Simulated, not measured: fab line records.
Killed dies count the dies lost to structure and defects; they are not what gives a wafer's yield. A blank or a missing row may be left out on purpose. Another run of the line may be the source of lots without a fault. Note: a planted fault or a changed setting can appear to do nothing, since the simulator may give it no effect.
fab line records	flow n5Finfet
record lots=7	wafers=39
route steps=1938 shown FIN_SAQP@100 ILD0@343 HKMG_FIN@421
startH: hours from the record's opening day to when the first of the lot's shown wafers began	waitH: hours elapsed since this lot's preceding step	" same as the row above	L1.1+2: a row that stands for several wafers	- either no value or no given start	* or withheld: withheld	< > ~ a bound
route shown NAME@n: NAME is a module with steps in the file, n the number in the route of the first one	usual: mean and standard deviation over wafers with no fault	same: alike in all rows	chamber/n: place in a boat	sites: each site's reading	_std_site: standard deviation across them	_edge_site: inner sites' mean taken away from outer sites' mean	radiusMm: for every site, how far away it sits from the centre of the wafer	mask NAME#n: copy n	behind: the last tool/chamber to shape the wafer	hold: the reason the lot was held/the length of the hold in hours/how it ended	device: the transistor (n, p or np) that didn't switch	end of line: at the end of the route, the tests of the same wafers	where a step has no rows: the recipe by itself	killed: at the first sort, the dies lost to defects and structure; wafer yield is something else	map: shows each die of a wafer: x if killed, . if not, _ if none is there
set.NAME: the setting that was run; set.NAME@STEP: the one run at that earlier step	model.NAME: the simulator's own value behind a step, which no gauge read
lots whose settings were changed on purpose; a table a step, a row a wafer
## steps
# step N5_FIN_SAQP_PECVD_06
# recipe material=a-Si	targetThkA=600	tempC=400	precursor=SiH4/He	pressureTorr=3	rfW=100	timeS=48.1
lot.wafer	tool	chamber	startH	waitH	set.timeS	model.a-Si_of_FIN_SAQP_PECVD_06.thkNm
L074.3	pecvd-04	2	22.06	0.0	48.1	58.98
L074.4	"	1	"	"	48.1	59.3
L074.5	"	0	"	"	48.1	59.12
L077.1	pecvd-04	2	39.59	0.0	34.28	41.12
L077.2	"	0	"	"	48.1	58.81
L077.3	"	1	"	"	34.28	41.57
L077.4	"	2	"	"	34.28	41.64
L077.5	"	0	"	"	48.1	60.17
L077.6	"	1	"	"	48.1	59.08
L078.1	pecvd-04	1	45.09	0.0	48.1	58.69
L078.2	"	2	"	"	56.49	70.69
L078.3	"	0	"	"	56.49	69.6
L078.4	"	2	"	"	56.49	70.79
L078.5	"	1	"	"	48.1	60.07
L078.6	"	0	"	"	48.1	59.9
L081.1	pecvd-04	0	63.86	0.0	48.1	58.5
L081.2	"	2	"	"	48.1	59.34
L081.3	"	1	"	"	22.19	27.01
L081.4	"	1	"	"	48.1	59.3
L081.5	"	0	"	"	22.19	26.49
L081.6	"	2	"	"	22.19	27.66
L087.1	pecvd-03	2	101.20	0.0	48.1	60.36
L087.2	"	0	"	"	40.55	50.7
L087.3	"	1	"	"	48.1	59.18
L087.4	"	0	"	"	40.55	51.58
L087.5	"	2	"	"	48.1	62.18
L087.6	"	1	"	"	40.55	51.13
L088.1	pecvd-03	0	105.17	0.0	20.06	24.81
L088.2	"	2	"	"	48.1	61.1
L088.3	"	1	"	"	20.06	24.76
L088.4	"	1	"	"	48.1	60.82
L088.5	"	0	"	"	20.06	24.85
L088.6	"	2	"	"	48.1	61.87
L092.1	pecvd-04	1	128.94	0.1	24.39	29.23
L092.2	"	1	"	"	48.1	60.32
L092.3	"	1	"	"	48.1	59.75
L092.4	"	1	"	"	24.39	29.72
L092.5	"	1	"	"	24.39	29.97
L092.6	"	1	"	"	48.1	60.28
# step N5_FIN_SAQP_THK_MEAS_07
# usual thkNm=60.2/0.9
lot.wafer	tool	chamber	startH	waitH	set.timeS@FIN_SAQP_PECVD_06	thkNm
L074.3	filmMetro-02	-	22.15	0.1	48.1	59.0
L074.4	"	-	"	"	48.1	59.3
L074.5	"	-	"	"	48.1	59.1
L077.1	filmMetro-01	-	39.68	0.1	34.28	41.2
L077.2	"	-	"	"	48.1	58.8
L077.3	"	-	"	"	34.28	41.6
L077.4	"	-	"	"	34.28	41.7
L077.5	"	-	"	"	48.1	60.2
L077.6	"	-	"	"	48.1	59.1
L078.1	filmMetro-02	-	45.17	0.1	48.1	58.7
L078.2	"	-	"	"	56.49	70.7
L078.3	"	-	"	"	56.49	69.6
L078.4	"	-	"	"	56.49	70.8
L078.5	"	-	"	"	48.1	60.0
L078.6	"	-	"	"	48.1	59.9
L081.1	filmMetro-02	-	63.95	0.1	48.1	58.5
L081.2	"	-	"	"	48.1	59.3
L081.3	"	-	"	"	22.19	27.0
L081.4	"	-	"	"	48.1	59.3
L081.5	"	-	"	"	22.19	26.4
L081.6	"	-	"	"	22.19	27.7
L087.1	filmMetro-01	-	101.29	0.1	48.1	60.3
L087.2	"	-	"	"	40.55	50.7
L087.3	"	-	"	"	48.1	59.2
L087.4	"	-	"	"	40.55	51.6
L087.5	"	-	"	"	48.1	62.2
L087.6	"	-	"	"	40.55	51.1
L088.1	filmMetro-02	-	105.26	0.1	20.06	24.8
L088.2	"	-	"	"	48.1	61.1
L088.3	"	-	"	"	20.06	24.7
L088.4	"	-	"	"	48.1	60.8
L088.5	"	-	"	"	20.06	24.8
L088.6	"	-	"	"	48.1	61.8
L092.1	filmMetro-01	-	129.14	0.2	24.39	29.2
L092.2	"	-	"	"	48.1	60.3
L092.3	"	-	"	"	48.1	59.8
L092.4	"	-	"	"	24.39	29.8
L092.5	"	-	"	"	24.39	30.0
L092.6	"	-	"	"	48.1	60.3
# step N5_FIN_SAQP_HM_DEP_72
# recipe material=SiO2	targetThkA=120	tempC=400	precursor=SiH4/N2O	pressureTorr=0.75	rfW=275	timeS=7.2
# step N5_FIN_SAQP_COAT_49
# recipe resist=SOC	tempC=250	timeS=60	spinRpm=1500	resistThkNm=100
# step N5_FIN_SAQP_HM_OPEN_73
# recipe chemistry=CHF3/O2	target=SiO2	stopOn=a-Si	targetDepthA=120	overEtchFrac=1.8	maskMaterial=SOC	timeS=16.8	pressureMtorr=30	sourceW=650	biasW=170	Ar_flow_sccm=200	CHF3_flow_sccm=50	O2_flow_sccm=5	ionEnergyEv=200	ends=endPoint
# step N5_FIN_SAQP_STRIP_74
# recipe chemistry=CHF3/O2	resist=SiARC	rfFrequencyHz=6e+07
# step N5_FIN_SAQP_MANDREL_ETCH_22
# recipe targetDepthA=600	chemistry=HBr/Cl2	target=a-Si	stopOn=SiNx	btTimeS=10	overEtchFrac=0.5	timeS=30	pressureMtorr=10	icpW=800	biasW=75	HBr_flow_sccm=150	Cl2_flow_sccm=80	ends=endPoint
# usual oesProductAu=0.774/0.013
lot.wafer	tool	chamber	startH	waitH	set.timeS@FIN_SAQP_PECVD_06	oesProductAu	model.etch.depthNm
L074.3	rieSi-01	3	23.02	0.0	48.1	0.774	58.86
L074.4	"	2	"	"	48.1	0.782	59.25
L074.5	"	1	"	"	48.1	0.756	59.09
L077.1	rieSi-06	2	40.42	0.0	34.28	0.634	41.11
L077.2	"	3	"	"	48.1	0.755	58.81
L077.3	"	1	"	"	34.28	0.633	41.57
L077.4	"	0	"	"	34.28	0.628	41.64
L077.5	"	1	"	"	48.1	0.777	60.17
L077.6	"	2	"	"	48.1	0.771	59.08
L078.1	rieSi-01	3	45.91	0.0	48.1	0.774	58.65
L078.2	"	0	"	"	56.49	0.837	70.67
L078.3	"	1	"	"	56.49	0.833	69.55
L078.4	"	2	"	"	56.49	0.876	70.77
L078.5	"	0	"	"	48.1	0.759	60.02
L078.6	"	3	"	"	48.1	0.776	59.85
L081.1	rieSi-06	1	65.20	0.0	48.1	0.768	58.5
L081.2	"	3	"	"	48.1	0.767	59.34
L081.3	"	2	"	"	22.19	0.528	27
L081.4	"	0	"	"	48.1	0.752	59.3
L081.5	"	0	"	"	22.19	0.506	26.49
L081.6	"	3	"	"	22.19	0.520	27.66
L087.1	rieSi-02	3	102.03	0.0	48.1	0.750	60.36
L087.2	"	0	"	"	40.55	0.702	50.67
L087.3	"	1	"	"	48.1	0.787	59
L087.4	"	2	"	"	40.55	0.700	51.58
L087.5	"	3	"	"	48.1	0.765	62.18
L087.6	"	0	"	"	40.55	0.706	51.1
L088.1	rieSi-02	3	106.12	0.0	20.06	0.485	24.81
L088.2	"	0	"	"	48.1	0.785	61.07
L088.3	"	1	"	"	20.06	0.514	24.76
L088.4	"	2	"	"	48.1	0.777	60.82
L088.5	"	3	"	"	20.06	0.495	24.85
L088.6	"	2	"	"	48.1	0.785	61.84
L092.1	rieSi-01	0	130.01	0.0	24.39	0.528	29.23
L092.2	"	3	"	"	48.1	0.777	60.14
L092.3	"	1	"	"	48.1	0.746	59.72
L092.4	"	2	"	"	24.39	0.547	29.72
L092.5	"	0	"	"	24.39	0.526	29.79
L092.6	"	3	"	"	48.1	0.780	60.28
# step N5_ILD0_ALD_15
# recipe material=SiNx	targetThkA=240	tempC=400	aldPrecursorFamily=SiH2I2	aldCoReactant=N2/H2-plasma	pulseTimeS=1	aldCycles=480	purgeTimeS=2	coReactantPurgeTimeS=2	pressureTorr=2
lot.wafer	tool	chamber	startH	waitH	set.aldCycles	model.SiNx_of_ILD0_ALD_15.thkNm
L074.3+4	aldSin-01	1,2	68.18	0.4	480	24
L074.5	"	3	69.27	1.2	480	23.8
L077.1+2+3	aldSin-03	2,1,0	81.71	0.6	698	35
L077.4+5	"	3	"	"	480	24.2
L077.6	"	0	82.79	1.1	480	24
L078.1+6	aldSin-04	1	85.81	0.8	656	32.6
L078.2	"	0	"	"	480	24.2
L078.3	"	3	"	"	656	32.8
L078.4+5	"	2,0	"	"	480	24
L081.1+2+5	aldSin-01	1,3,3	110.66	0.6	578	28.8
L081.3+4+6	"	2,1,2	"	"	480	24
L087.1+2+3	aldSin-03	2,0,1	147.86	0.6	222	11.2
L087.4+6	"	3	"	"	480	24
L087.5	"	2	148.95	1.2	480	24.2
L088.1+3+4+6	aldSin-04	3,1,2,0	149.95	1.0	480	24
L088.2+5	"	0,3	"	"	480	24.2
L092.1+5+6	aldSin-03	3,1,2	171.24	0.6	286	14.2
L092.2+4	"	0,2	"	"	480	23.8
L092.3	"	1	"	"	480	24
# step N5_ILD0_CMP_12
# recipe stopOn=poly-Si	material=SiNx	tOverpolishS=6	postCmpClean=alkalineBrush	downForcePsi=2.5	platenRpm=51.8	padVelocityMS=1.0307	targetThkNm=17.67
# usual timeToEndpointS=29.0/2.1
lot.wafer	tool	chamber	startH	waitH	set.aldCycles@ILD0_ALD_15	timeToEndpointS
L074.4	cmp-03	1	70.38	0.0	480	25.5
L074.3	"	3	"	"	480	29.3
L074.5	"	2	"	"	480	28.7
L077.1	cmp-03	1	83.91	1.1	698	38.1
L077.3	"	2	"	"	698	42.0
L077.2	"	3	"	"	698	43.8
L077.4	"	0	"	"	480	31.2
L077.6	"	1	"	"	480	28.3
L077.5	"	2	"	"	480	29.9
L078.1	cmp-02	3	88.01	1.1	656	37.6
L078.4	"	0	"	"	480	24.8
L078.3	"	1	"	"	656	40.6
L078.2	"	2	"	"	480	31.7
L078.5	"	3	"	"	480	27.3
L078.6	"	0	"	"	656	37.3
L081.4	cmp-03	3	112.86	0.0	480	30.3
L081.3	"	0	"	"	480	33.0
L081.2	"	1	"	"	578	33.5
L081.1	"	2	"	"	578	34.9
L081.6	"	3	"	"	480	31.4
L081.5	"	0	"	"	578	36.4
L087.2	cmp-03	1	150.06	1.1	222	14.0
L087.4	"	2	"	"	480	29.7
L087.1	"	3	"	"	222	17.6
L087.3	"	0	"	"	222	16.8
L087.6	"	1	"	"	480	30.1
L087.5	"	2	"	"	480	29.3
L088.4	cmp-02	3	152.15	1.1	480	28.4
L088.3	"	0	"	"	480	29.4
L088.2	"	1	"	"	480	31.8
L088.1	"	2	"	"	480	31.9
L088.6	"	3	"	"	480	30.6
L088.5	"	0	"	"	480	28.5
L092.1	cmp-01	0	173.44	1.1	286	18.0
L092.2	"	1	"	"	480	25.5
L092.4	"	2	"	"	480	28.3
L092.3	"	3	"	"	480	23.4
L092.5	"	0	"	"	286	20.3
L092.6	"	1	"	"	286	17.1
# step N5_HKMG_FIN_PWFM_ALD_03
# recipe material=TiN	targetThkA=20	tempC=400	aldPrecursorFamily=TiCl4	aldCoReactant=NH3	pulseTimeS=1	purgeTimeS=3	coReactantPurgeTimeS=2	coReactantPulseTimeS=2	aldCycles=91	pressureTorr=3
lot.wafer	tool	chamber	startH	waitH	set.aldCycles	model.TiN_of_HKMG_FIN_PWFM_ALD_03.thkNm
L074.3+4+5	aldMetal-04	1,3,0	79.27	0.0	91	2
L077.1+2+5	aldMetal-03	1,0,0	95.26	0.0	39	0.8
L077.3+4+6	"	3,2,1	"	"	91	2
L078.1+2+4	aldMetal-03	1,2,0	98.94	0.0	48	1
L078.3+5+6	"	3,3,2	"	"	91	2
L081.1+2+3+4+5+6	aldMetal-04	1,3,2,0,1,2	121.88	0.0	91	2
L087.1+4+5	aldMetal-02	2,0,0	159.83	0.0	91	2
L087.2+3+6	"	1,3,3	"	"	53	1.2
L088.1+2+5	aldMetal-02	3,2,0	163.36	0.0	113	2.4
L088.3+4+6	"	0,1,3	"	"	91	2
L092.1+2+6	aldMetal-02	3,2,2	184.91	0.0	91	2
L092.3+4+5	"	1,1,3	"	"	119	2.6
## key
split step=N5_FIN_SAQP_PECVD_06	setting=timeS	stated=48.1	by=wafer
response step=N5_FIN_SAQP_PECVD_06	reading=model.a-Si_of_FIN_SAQP_PECVD_06.thkNm	change=+0.614	per=1%	r=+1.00
response step=N5_FIN_SAQP_THK_MEAS_07	reading=thkNm	change=*	per=1%	r=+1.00
response step=N5_FIN_SAQP_MANDREL_ETCH_22	reading=oesProductAu	change=+0.0047	per=1%	r=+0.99
response step=N5_FIN_SAQP_MANDREL_ETCH_22	reading=model.etch.depthNm	change=+0.614	per=1%	r=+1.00
split step=N5_ILD0_ALD_15	setting=aldCycles	stated=480	by=wafer
response step=N5_ILD0_ALD_15	reading=model.SiNx_of_ILD0_ALD_15.thkNm	change=+0.238	per=1%	r=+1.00
response step=N5_ILD0_CMP_12	reading=timeToEndpointS	change=*	per=1%	r=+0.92
split step=N5_HKMG_FIN_PWFM_ALD_03	setting=aldCycles	stated=91	by=wafer
response step=N5_HKMG_FIN_PWFM_ALD_03	reading=model.TiN_of_HKMG_FIN_PWFM_ALD_03.thkNm	change=+0.0202	per=1%	r=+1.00
